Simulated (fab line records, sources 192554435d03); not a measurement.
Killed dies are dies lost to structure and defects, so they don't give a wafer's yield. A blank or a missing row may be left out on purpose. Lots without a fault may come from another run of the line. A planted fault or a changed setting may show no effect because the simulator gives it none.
Split-lot experiment | flow n5_finfet | 7 lots, 21 wafers read, on a route of 1938 steps

THE SPLIT
At N5_MIM_BOT_ETCH_ETCH_03 (etches the open film in Cl2/BCl3, target depth 12 nm), the setting bias_w was moved away from the recipe's 100 W on 5 of the 21 wafers read, by -13.6% to +16.1%. The other wafers ran this setting at the recipe's value.

The reading is taken at the split's own step.

THE READING
etch.depth_nm (the simulator's own value, which no gauge read), in nm, at N5_MIM_BOT_ETCH_ETCH_03 (etches the open film in Cl2/BCl3, target depth 12 nm). The file gives no usual value for it. The 16 wafers here that ran the recipe average 12.23 nm, standard deviation 0.26 nm.

wafer  | tool, chamber at the split | bias_w as run, W | against the recipe | etch.depth_nm, nm | against lot-mates on the recipe
L079.2 | rie_metal-02, 0            | 113.8            | +13.8%             | 12.68             | +0.67
L079.5 | rie_metal-02, 0            | 100              | recipe             | 12.01             | -
L079.6 | rie_metal-02, 1            | 113.8            | +13.8%             | 12.72             | +0.71
L080.1 | rie_metal-02, 1            | 100              | recipe             | 12.08             | -
L080.6 | rie_metal-02, 1            | 100              | recipe             | 12.08             | -
L080.5 | rie_metal-02, 0            | 110              | +10.0%             | 12.49             | +0.41
L083.1 | rie_metal-01, 0            | 100              | recipe             | 12.73             | -
L083.2 | rie_metal-01, 1            | 100              | recipe             | 12.4              | -
L083.4 | rie_metal-01, 0            | 100              | recipe             | 12.74             | -
L088.2 | rie_metal-01, 0            | 100              | recipe             | 12.63             | -
L088.3 | rie_metal-01, 1            | 100              | recipe             | 12.4              | -
L088.5 | rie_metal-01, 0            | 116.1            | +16.1%             | 13.35             | +0.83
L092.2 | rie_metal-03, 1            | 100              | recipe             | 12.07             | -
L092.5 | rie_metal-03, 1            | 100              | recipe             | 12.15             | -
L092.6 | rie_metal-03, 0            | 100              | recipe             | 12.22             | -
L095.1 | rie_metal-03, 1            | 100              | recipe             | 12.03             | -
L095.3 | rie_metal-03, 0            | 100              | recipe             | 12.12             | -
L095.6 | rie_metal-03, 0            | 100              | recipe             | 12.17             | -
L097.2 | rie_metal-02, 1            | 100              | recipe             | 12.04             | -
L097.3 | rie_metal-02, 0            | 100              | recipe             | 11.89             | -
L097.6 | rie_metal-02, 1            | 86.4             | -13.6%             | 11.43             | -0.54

THE FIT
A straight line over all 21 wafers: etch.depth_nm changes by +0.0488 nm for each +1% of bias_w; r = +0.78; the points scatter about the line by 0.26 nm.
The same after taking each lot's own level away (the mean of its wafers on the recipe; 21 wafers): +0.047 nm for each +1%; r = +0.96; scatter 0.091 nm.
On that fit, the largest move of bias_w shifts the reading by 0.76 nm.
The lots' own levels span 11.965 to 12.623 nm, that is 2.6 times the standard deviation above.
So the lot-to-lot level blurs the effect unless lot-mates are compared.
Check: with one of the wafers moved furthest among these (+16.1%) left out of the fit, the line predicts +0.739 nm for it against its lot-mates. It came out at +0.835 nm against them.

OTHER SPLITS ON THESE WAFERS
These wafers also went through other splits before the reading. Each is held against what the fit with the lots' levels taken away leaves over:
other split on the same wafers | wafers away from the commonest value | r with etch.depth_nm (lot level and that fit taken away)
N5_BEOL_M15_ETCH_61 time_s     | 7                                    | -0.08
N5_MIM_BOT_ETCH_ETCH_04 time_s | 7                                    | +0.36

THE FILE'S OWN FIT
etch.depth_nm changes by +0.0466 nm for each +1% of bias_w, r = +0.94.
